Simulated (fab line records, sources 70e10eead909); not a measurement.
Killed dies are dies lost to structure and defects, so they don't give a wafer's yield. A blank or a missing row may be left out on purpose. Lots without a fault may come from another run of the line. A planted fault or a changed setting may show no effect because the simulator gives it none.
A struck lot beside a sound one | flow nand_harc | 20 steps out of a route of 1302
Sound: wafers L965.2, L965.4, L965.5. Struck: wafers L953.2, L953.3, L953.5. The cause comes at the end.
At each step with rows: each side's tool, then ch and its chambers, then its first start. Under that, the readings that differ: sound wafers | struck wafers | difference of the means | sigmas: that difference in standard deviations of wafers without a fault.
alike: readings whose means differ by less than 2 such deviations, and words and numbers that are the same on both sides. not compared: withheld readings, readings that some wafer has no value for, bounds like >300 that may hide the same value, and numbers for which the record gives no deviation and whose values overlap.
The two part at a step that has a row with sigmas, a row that says differs or no value, or rows on one side only. Numbers that don't overlap but have no deviation are shown without sigmas and don't part them. A reading that every wafer of one side lacks parts them only if that side has two wafers or more.

NHARC_A_ZERO_WELL_DESCUM_12: chemistry O2, time 3 s.
  sound on rie_diel-01 ch 1,2,3, day 14 10:06; struck on rie_diel-02 ch 0,1,2, day 9 02:08
  alike: drypump_motor_current_A, oes_product_au, rf_vpp_V, showerhead_plenum_p_Torr, throttle_valve_pct
  not compared: rf_hours_counter_h
NHARC_A_ZERO_WELL_ETCH_19: etches the open film in N2/H2, target depth 80 nm, overetch 24 nm, time 87.88 s.
  sound on rie_diel-01 ch 0,1,2, day 14 10:11; struck on rie_diel-02 ch 0,2, day 9 02:13
  alike: drypump_motor_current_A, n2_flow_sccm, oes_product_au, rf_vpp_V, showerhead_plenum_p_Torr, throttle_valve_pct
  not compared: rf_hours_counter_h
NHARC_A_ZERO_WELL_ETCH_13: etches the open film in HBr/Cl2, target depth 120 nm, time 40.1 s.
  sound on rie_si-05 ch 1,3, day 14 10:19; struck on rie_si-03 ch 0,1,3, day 9 02:20
  alike: drypump_motor_current_A, oes_product_au, throttle_valve_pct
  not compared: rf_hours_counter_h
then, 4 steps without rows for these wafers: NHARC_A_ZERO_WELL_STRIP_14 (strips in SPM, time 900 s); NHARC_A_ZERO_WELL_IMPLANT_15; NHARC_A_ZERO_WELL_PRECLEAN_22 (cleans in SC1, time 60 s); NHARC_A_ZERO_WELL_SRD_23.
NHARC_A_ZERO_WELL_RTA_16: time 10 s.
  sound on rtp_anneal-02 ch 0, day 14 11:16; struck on rtp_anneal-02 ch 0, day 9 03:16
  alike: lamp_power_pct, wafer_temp_C_max
NHARC_A_ZERO_WELL_INSPECT_17:
  sound on defect_inspect-02, day 14 11:26; struck on defect_inspect-01, day 9 03:26
  alike: raw_defect_count
then, 2 steps without rows for these wafers: NHARC_A_SOURCE_PLATE_PRECLEAN_00 (cleans in HF-LAST, time 60 s); NHARC_A_SOURCE_PLATE_SRD_01.
NHARC_A_SOURCE_PLATE_OXIDE_02: material SiO2, target thk 10 nm, ox time 1362 s.
  sound on furnace-01 ch 0, day 14 14:41; struck on furnace-03 ch 0, day 9 05:10
  alike: spike_tc_top_C
NHARC_A_SOURCE_PLATE_THK_MEAS_09: measures by ellipsometry.
  sound on film_metro-02, day 14 18:44; struck on film_metro-01, day 9 09:14
  alike: thk_nm
then, 3 steps without rows for these wafers: NHARC_A_SOURCE_PLATE_PVD_04 (deposits WSi2, target thk 50 nm); NHARC_A_SOURCE_PLATE_CVD_03 (deposits poly-Si, target thk 200 nm, time 4000 s); NHARC_A_SOURCE_PLATE_ANNEAL_05 (time 1800 s).
NHARC_A_SOURCE_PLATE_THK_MEAS_06: measures by ellipsometry.
  sound on film_metro-02, day 15 08:07; struck on film_metro-02, day 9 22:55
  alike: thk_nm
NHARC_A_SOURCE_PLATE_INSPECT_08:
  sound on defect_inspect-02, day 15 08:13; struck on defect_inspect-02, day 9 22:58
  reading          | sound    | struck      | difference | sigmas
  raw_defect_count | 52 45 78 | 871 787 834 | +772       | +31
then, 1 step without rows for these wafers: NHARC_A_ONON_D1_DEP_00 (target thk 1000 nm).
-- the record jumps here: 17 days lie between the struck wafers' starts before and after (it left off in module A_ONON_D1 and takes up again in module END, whose first step shown is number 1302 of the route) --
NHARC_END_SORT_01:
  the record has rows for the struck wafers here (prober-02 ch 0, day 26 15:45) and none for the sound ones

WHERE THEY PART
First at NHARC_A_SOURCE_PLATE_INSPECT_08; last, within this record, at NHARC_END_SORT_01.

WHY: what the simulator had put in
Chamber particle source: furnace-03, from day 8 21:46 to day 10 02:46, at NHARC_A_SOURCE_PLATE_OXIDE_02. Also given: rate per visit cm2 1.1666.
